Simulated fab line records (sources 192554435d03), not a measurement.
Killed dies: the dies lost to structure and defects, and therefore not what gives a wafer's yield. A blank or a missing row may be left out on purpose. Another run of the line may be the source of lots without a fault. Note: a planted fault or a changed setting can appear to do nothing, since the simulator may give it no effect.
Which tool was responsible? | flow n5_finfet | 27 wafers from 10 lots sampled at 6 of the route's 1938 steps

## WHAT EACH GAUGE READ, for each wafer
N5_BEOL_M1_THK_MEAS_53: measures by xrf.
lot  | measured     | on            | M1_THK (nm)
L947 | day 7 00:56  | film_metro-02 | 37.7 40.3 41.0
L949 | day 7 04:40  | film_metro-02 | 38.1 38.4 36.8
L952 | day 8 00:08  | film_metro-02 | 36.9 40.1 140.3
L962 | day 10 08:17 | film_metro-01 | 38.3 40.2
L964 | day 11 02:18 | film_metro-01 | 39.2 38.1
L965 | day 11 05:06 | film_metro-01 | 38.3 37.3 41.2
L966 | day 11 07:46 | film_metro-01 | 39.3 37.4 37.6
L967 | day 11 12:26 | film_metro-01 | 35.9 37.3
L968 | day 12 00:11 | film_metro-02 | 37.5 37.5 39.4
L969 | day 12 06:44 | film_metro-01 | 39.3 41.3 41.6

N5_BEOL_M1_INSPECT_59: inspects for defects (darkfield).
lot  | measured     | on                | raw_defect_count
L947 | day 7 01:14  | defect_inspect-01 | 73 80 49
L949 | day 7 04:56  | defect_inspect-01 | 57 67 73
L952 | day 8 00:25  | defect_inspect-01 | 103 85 1499
L962 | day 10 08:37 | defect_inspect-01 | 77 84
L964 | day 11 02:37 | defect_inspect-01 | 82 45
L965 | day 11 05:42 | defect_inspect-01 | 58 106 65
L966 | day 11 08:04 | defect_inspect-01 | 30 43 58
L967 | day 11 12:45 | defect_inspect-01 | 43 43
L968 | day 12 00:28 | defect_inspect-01 | 69 57 69
L969 | day 12 07:01 | defect_inspect-02 | 68 101 69

N5_BEOL_M4_RC_MEAS_101.
lot  | measured     | on        | DIBL_N (mV/V)  | DIBL_P (mV/V)  | IOFF_N (nA/um)    | IOFF_P (nA/um) | ION_N (uA/um) | ION_P (uA/um) | SS_N (mV/dec)  | SS_P (mV/dec)  | VT_N (mV)   | VT_P (mV)
L947 | day 8 06:20  | prober-01 | 36.9 36.2 36.3 | 35.9 35.2 34.8 | 0.156 0.148 0.152 | 0.20 0.19 0.18 | 667 675 658   | 456 457 453   | 71.5 71.4 71.5 | 72.8 73.0 72.6 | 250 251 253 | -250 -252 -252
L949 | day 8 09:32  | prober-01 | 37.8 35.9 36.7 | 37.3 34.2 36.4 | 0.161 0.137 0.148 | 0.24 0.19 0.22 | 666 672 654   | 464 462 454   | 71.8 72.3 71.5 | 73.8 72.5 73.3 | 249 250 253 | -246 -249 -247
L952 | day 9 07:42  | prober-02 | 38.1 36.5      | 37.4 35.2      | 0.169 0.151       | 0.23 0.20      | 670 679       | 461 469       | 72.0 71.3      | 73.6 73.0      | 250 249     | -250 -250
L962 | day 12 02:38 | prober-01 | 32.5 35.7      | 32.2 35.1      | 0.111 0.150       | 0.17 0.21      | 667 663       | 464 458       | 70.8 71.1      | 72.5 73.2      | 253 249     | -254 -248
L964 | day 12 10:04 | prober-01 | 35.3 37.3      | 36.4 39.1      | 0.159 0.206       | 0.21 0.26      | 688 689       | 463 468       | 72.2 72.0      | 73.5 74.1      | 248 244     | -249 -247
L965 | day 12 12:51 | prober-01 | 36.9 36.9 36.4 | 39.4 39.2 38.2 | 0.195 0.187 0.174 | 0.25 0.23 0.22 | 675 673 671   | 465 463 462   | 71.8 72.0 72.4 | 74.3 74.5 74.7 | 247 249 250 | -247 -252 -248
L966 | day 12 17:18 | prober-01 | 37.1 36.9 38.5 | 36.9 37.2 39.3 | 0.177 0.184 0.213 | 0.26 0.28 0.31 | 686 691 702   | 476 481 479   | 72.1 71.4 72.2 | 73.8 73.1 73.5 | 245 248 244 | -245 -241 -241
L967 | day 13 12:38 | prober-02 | 35.6 34.5      | 36.6 34.6      | 0.159 0.131       | 0.20 0.17      | 674 664       | 456 456       | 71.3 71.1      | 72.6 73.1      | 247 252     | -252 -255
L968 | day 13 18:02 | prober-02 | 37.1 37.5 37.6 | 37.1 37.7 37.6 | 0.173 0.192 0.198 | 0.30 0.32 0.31 | 677 689 686   | 479 481 473   | 71.4 72.1 72.0 | 73.3 73.7 74.3 | 246 247 245 | -241 -242 -244
L969 | day 14 09:27 | prober-01 | 36.2 36.6 34.8 | 36.8 36.4 36.0 | 0.181 0.180 0.168 | 0.23 0.23 0.23 | 684 680 686   | 469 468 473   | 71.1 70.9 71.5 | 73.3 72.5 73.6 | 247 246 244 | -247 -248 -247

## WHICH TOOL RAN EACH LOT (tool, then ch and the chambers of the sampled wafers, then the start)
lot  | N5_BEOL_M1_ANNEAL_91         | N5_BEOL_M1_ANNEAL_95         | N5_BEOL_M1_CMP_52
L947 | pvd_sputter-02, day 6 23:35  | pvd_sputter-02, day 7 00:01  | cmp-03 ch 0,1,3, day 7 00:39
L949 | pvd_sputter-02, day 7 03:01  | pvd_sputter-02, day 7 03:28  | cmp-03 ch 1,2, day 7 04:24
L952 | pvd_sputter-02, day 7 22:46  | pvd_sputter-02, day 7 23:13  | cmp-03 ch 0,1,2, day 7 23:57
L962 | pvd_sputter-02, day 10 06:50 | pvd_sputter-02, day 10 07:20 | cmp-04 ch 1,2, day 10 08:02
L964 | pvd_sputter-02, day 11 00:52 | pvd_sputter-02, day 11 01:19 | cmp-04 ch 1, day 11 02:01
L965 | pvd_sputter-01, day 11 03:44 | pvd_sputter-01, day 11 04:10 | cmp-01 ch 0,2, day 11 04:49
L966 | pvd_sputter-01, day 11 06:25 | pvd_sputter-01, day 11 06:51 | cmp-03 ch 0,2,3, day 11 07:31
L967 | pvd_sputter-01, day 11 11:04 | pvd_sputter-01, day 11 11:31 | cmp-01 ch 1,3, day 11 12:13
L968 | pvd_sputter-03, day 11 22:49 | pvd_sputter-03, day 11 23:15 | cmp-03 ch 0,1,2, day 11 23:55
L969 | pvd_sputter-02, day 12 05:22 | pvd_sputter-02, day 12 05:49 | cmp-04 ch 0,2,3, day 12 06:26
- N5_BEOL_M1_ANNEAL_91: time 240 s.
- N5_BEOL_M1_ANNEAL_95: time 240 s.
- N5_BEOL_M1_CMP_52: polishes, stops on SiOC, t overpolish 6.8 s, target thk 40 nm.

## WHAT THE TOOLS THEMSELVES READ (means of the sampled wafers that have a number; where no wafer has one, the mark that the record gives instead)
N5_BEOL_M1_ANNEAL_91.
lot  | tool           | heater_power_w (W) | susceptor_temp_C (C)
L947 | pvd_sputter-02 | 836                | 400.08
L949 | pvd_sputter-02 | 812                | 400.25
L952 | pvd_sputter-02 | 852                | 399.98
L962 | pvd_sputter-02 | 820                | 399.76
L964 | pvd_sputter-02 | 830                | 400.16
L965 | pvd_sputter-01 | 876                | 400.01
L966 | pvd_sputter-01 | 754                | 399.95
L967 | pvd_sputter-01 | 896                | 399.99
L968 | pvd_sputter-03 | 748                | 400.18
L969 | pvd_sputter-02 | 807                | 399.80

N5_BEOL_M1_ANNEAL_95.
lot  | tool           | heater_power_w (W) | susceptor_temp_C (C)
L947 | pvd_sputter-02 | 854                | 399.97
L949 | pvd_sputter-02 | 809                | 400.03
L952 | pvd_sputter-02 | 855                | 400.12
L962 | pvd_sputter-02 | 819                | 400.19
L964 | pvd_sputter-02 | 829                | 400.12
L965 | pvd_sputter-01 | 881                | 400.05
L966 | pvd_sputter-01 | 762                | 399.89
L967 | pvd_sputter-01 | 880                | 399.86
L968 | pvd_sputter-03 | 754                | 399.85
L969 | pvd_sputter-02 | 807                | 399.89

N5_BEOL_M1_CMP_52.
lot  | tool   | barrier_field_endpoint_s (s) | head_pressure_psi (psi) | motor_current_A (A) | overpolish_run_s (s) | time_to_endpoint_s (s)
L947 | cmp-03 | 24.3                         | 0.9999                  | 5.6                 | 6.807                | 66
L949 | cmp-03 | 24.9                         | 0.9998                  | 5.6                 | 6.803                | 64
L952 | cmp-03 | 30.6                         | 1.0022                  | 6.0                 | 4.548                | 72
L962 | cmp-04 | 24.1                         | 1.0020                  | 6.1                 | 6.793                | 57
L964 | cmp-04 | 25.9                         | 1.0027                  | 6.0                 | 6.799                | 64
L965 | cmp-01 | 25.0                         | 0.9996                  | 6.9                 | 6.802                | 63
L966 | cmp-03 | 24.7                         | 0.9986                  | 6.0                 | 6.801                | 65
L967 | cmp-01 | 23.9                         | 1.0006                  | 5.5                 | 6.801                | 56
L968 | cmp-03 | 24.2                         | 1.0006                  | 5.8                 | 6.808                | 60
L969 | cmp-04 | 24.8                         | 1.0007                  | 5.7                 | 6.801                | 64

## THE ANSWER, worked out from the rows above alone
Rule: usual is defined by the lots themselves. The widest of any qualifying gaps counts: lots, ordered by their means at a reading, are off when they make up no more than a third of the lots, leave a main group of 4 or more, and stand apart from it by 3 or more times the standard deviation of that group's means. A main group whose means are all the same, to the digits that the tables above print for the reading, isn't used. A lot without any number at a reading at which 4 lots or more have one is off too. The other lots that the step has rows for count as sound. The gauges are gone through in route order, then the tools' own readings, and for those a lot's mean is taken as printed above. The first step at which some lot is off is used, and at that step the reading that is off furthest; a lot without a number counts as furthest.
Off: at N5_BEOL_M1_THK_MEAS_53 (M1_THK), L952. The main group: mean 38.6 nm, standard deviation 1.1.
A tool fits if, at a process step before that reading, it ran every lot that is off, and no sound lot after the first of them. Not tried: the gauges at N5_BEOL_M1_THK_MEAS_53; whatever is off there is also off at N5_BEOL_M1_INSPECT_59, on other tools, and gauge error can't account for it. No candidate that was tried fits.

## WHAT THE SIMULATOR HAD INSERTED
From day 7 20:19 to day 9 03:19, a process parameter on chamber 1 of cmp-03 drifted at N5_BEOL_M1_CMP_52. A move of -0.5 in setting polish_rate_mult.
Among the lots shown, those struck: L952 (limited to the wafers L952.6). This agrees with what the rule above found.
